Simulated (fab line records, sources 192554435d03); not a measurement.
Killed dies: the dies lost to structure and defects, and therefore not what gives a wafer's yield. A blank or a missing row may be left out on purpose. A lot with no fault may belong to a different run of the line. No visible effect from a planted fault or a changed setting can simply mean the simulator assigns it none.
Chamber matching | flow n5Finfet | N5_BEOL_M5_CO_CAP_78 on cvdCo-01: 3 sister chambers
The step material Co, precursor CCTBA/H2, target thk 2 nm, time 102.1 s. 6 wafers are shown with their chamber, then 12 later ones without.

## WAFERS, EACH WITH ITS CHAMBER
wafer  | chamber | heaterPowerW (W) | chamberPressureTorr (Torr)
L082.3 | 2       | 216              | 29.93
L085.2 | 2       | 222              | 30.05
L086.5 | 0       | 216              | 30.08
L089.1 | 0       | 214              | 29.96
L089.2 | 1       | 246              | 30.02
L089.5 | 1       | 234              | 30.03

## WAFERS WITH NO CHAMBER GIVEN
wafer  | heaterPowerW (W) | chamberPressureTorr (Torr)
L091.3 | 245              | 29.96
L091.4 | 215              | 30.06
L091.6 | 254              | 29.90
L087.1 | 206              | 29.99
L087.2 | 243              | 29.95
L087.6 | 242              | 29.98
L092.3 | 246              | 30.07
L092.5 | 212              | 29.92
L092.6 | 248              | 29.99
L097.2 | 247              | 30.03
L097.3 | 246              | 29.99
L097.6 | 212              | 29.95

## EACH ONE'S CHAMBER
wafer  | from the rows above     | in truth
L091.3 | 1                       | 1
L091.4 | can't be placed: 0 or 2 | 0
L091.6 | 1                       | 1
L087.1 | can't be placed: 0 or 2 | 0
L087.2 | 1                       | 1
L087.6 | 1                       | 1
L092.3 | 1                       | 1
L092.5 | can't be placed: 0 or 2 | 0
L092.6 | 1                       | 1
L097.2 | 1                       | 1
L097.3 | 1                       | 1
L097.6 | can't be placed: 0 or 2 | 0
Placed correctly: 8 of 12. Cannot be placed on the basis of these rows: 4; the candidates contain the true chamber in 4. Placed wrongly: 0.
How it was worked out, from the rows above alone: a wafer's distance from a chamber is the root of the sum, over the readings, of the square of ((its reading less the chamber's mean) divided by the reading's scatter). The wafer belongs to the nearest chamber; if the next one is less than 2 further off, it can't be placed. A chamber's mean is the mean of its shown wafers. The scatter: take each reading less its chamber's mean, square it, sum over the shown wafers, divide by the number of wafers less the number of chambers, and take the root.
